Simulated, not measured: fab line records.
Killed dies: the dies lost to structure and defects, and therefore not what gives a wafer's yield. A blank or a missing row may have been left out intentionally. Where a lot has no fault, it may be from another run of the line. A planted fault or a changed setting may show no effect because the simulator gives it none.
Lot-split experiment | flow n5 finfet | 39 wafers read from 7 lots, route of 1938 steps

== SPLIT DETAILS ==
At N5_DUMMY_GATE_ETCH_32 (etches SiO2 in CF4, target depth 3.5 nm, time 3.9 s), the setting time s was moved away from the recipe's 3.9 s on 18 of the 39 wafers read, by -21.8% to +19.9%. All remaining wafers had this setting at the recipe value.

The reading is taken at the split's own step.

== THE READING ==
etch.depth nm (the simulator's own value, which no gauge read), in nm, at N5_DUMMY_GATE_ETCH_32 (etches SiO2 in CF4, target depth 3.5 nm, time 3.9 s). There is no usual value for it anywhere in the file. The 21 wafers here that ran the recipe average 3.474 nm, standard deviation 0.033 nm.

wafer  | tool, chamber at the split | time s as run, s | against the recipe | etch.depth nm, nm | against lot-mates on the recipe
L076.1 | rie si-06, 1               | 3.201            | -17.9%             | 2.886             | -0.580
L076.2 | rie si-06, 3               | 3.201            | -17.9%             | 2.813             | -0.653
L076.3 | rie si-06, 2               | 3.9              | recipe             | 3.473             | -
L076.4 | rie si-06, 0               | 3.201            | -17.9%             | 2.788             | -0.678
L076.5 | rie si-06, 2               | 3.9              | recipe             | 3.468             | -
L076.6 | rie si-06, 3               | 3.9              | recipe             | 3.457             | -
L078.1 | rie si-06, 0               | 3.05             | -21.8%             | 2.678             | -0.782
L078.2 | rie si-06, 1               | 3.9              | recipe             | 3.487             | -
L078.3 | rie si-06, 3               | 3.9              | recipe             | 3.435             | -
L078.4 | rie si-06, 2               | 3.9              | recipe             | 3.459             | -
L078.5 | rie si-06, 3               | 3.05             | -21.8%             | 2.679             | -0.781
L078.6 | rie si-06, 0               | 3.05             | -21.8%             | 2.665             | -0.795
L083.1 | rie si-05, 1               | 4.395            | +12.7%             | 3.914             | +0.423
L083.2 | rie si-05, 3               | 4.395            | +12.7%             | 3.942             | +0.451
L083.3 | rie si-05, 2               | 3.9              | recipe             | 3.512             | -
L083.4 | rie si-05, 0               | 3.9              | recipe             | 3.472             | -
L083.5 | rie si-05, 1               | 4.395            | +12.7%             | 3.912             | +0.421
L083.6 | rie si-05, 0               | 3.9              | recipe             | 3.49              | -
L090.1 | rie si-05, 2               | 3.9              | recipe             | 3.495             | -
L090.2 | rie si-05, 3               | 3.9              | recipe             | 3.532             | -
L090.3 | rie si-05, 1               | 4.677            | +19.9%             | 4.161             | +0.650
L090.4 | rie si-05, 0               | 3.9              | recipe             | 3.507             | -
L090.5 | rie si-05, 1               | 4.677            | +19.9%             | 4.208             | +0.697
L090.6 | rie si-05, 2               | 4.677            | +19.9%             | 4.19              | +0.679
L091.1 | rie si-06, 2               | 3.664            | -6.1%              | 3.253             | -0.189
L091.2 | rie si-06, 3               | 3.9              | recipe             | 3.441             | -
L091.3 | rie si-06, 0               | 3.9              | recipe             | 3.419             | -
L091.4 | rie si-06, 1               | 3.664            | -6.1%              | 3.256             | -0.186
L091.5 | rie si-06, 0               | 3.664            | -6.1%              | 3.207             | -0.235
L091.6 | rie si-06, 1               | 3.9              | recipe             | 3.466             | -
L093.1 | rie si-01, 3               | 3.458            | -11.3%             | 3.049             | -0.437
L093.5 | rie si-01, 3               | 3.458            | -11.3%             | 3.049             | -0.437
L093.2 | rie si-01, 1               | 3.9              | recipe             | 3.442             | -
L093.3 | rie si-01, 2               | 3.9              | recipe             | 3.561             | -
L093.4 | rie si-01, 1               | 3.9              | recipe             | 3.455             | -
L093.6 | rie si-01, 2               | 3.458            | -11.3%             | 3.168             | -0.318
L097.1 | rie si-06, 2               | 3.9              | recipe             | 3.46              | -
L097.4 | rie si-06, 1               | 3.9              | recipe             | 3.453             | -
L097.5 | rie si-06, 1               | 3.9              | recipe             | 3.47              | -

THE FIT
A straight line over all 39 wafers: etch.depth nm changes by +0.036 nm for each +1% of time s; r = +1.00; the points scatter about the line by 0.034 nm.
The same after taking each lot's own level away (the mean of its wafers on the recipe; 39 wafers): +0.0349 nm for each +1%; r = +1.00; scatter 0.03 nm.
According to that fit, moving time s by its largest amount changes the reading by 0.76 nm.
Across the lots, their own levels run from 3.4420 to 3.5113 nm, a range of 2.1 times the standard deviation given above.
The two slopes agree, so the slope changes little with the lot-to-lot level.
Check: with one of the wafers moved furthest among these (-21.8%) left out of the fit, the line predicts -0.764 nm for it against its lot-mates. Against them it came out at -0.782 nm.

== THE OTHER SPLITS THESE WAFERS WENT THROUGH ==
Before the reading, these wafers also passed through other splits. Each is held against what the fit with the lots' levels taken away leaves over:
other split on the same wafers | wafers away from the commonest value | r with etch.depth nm (lot level and that fit taken away)
N5_WELL_APT_EXPOSE_05 dose mj  | 12                                   | -0.17
N5_DUMMY_GATE_ETCH_37 source w | 9                                    | +0.09

== FILE'S OWN FIT ==
etch.depth nm changes by +0.035 nm for each +1% of time s, r = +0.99.
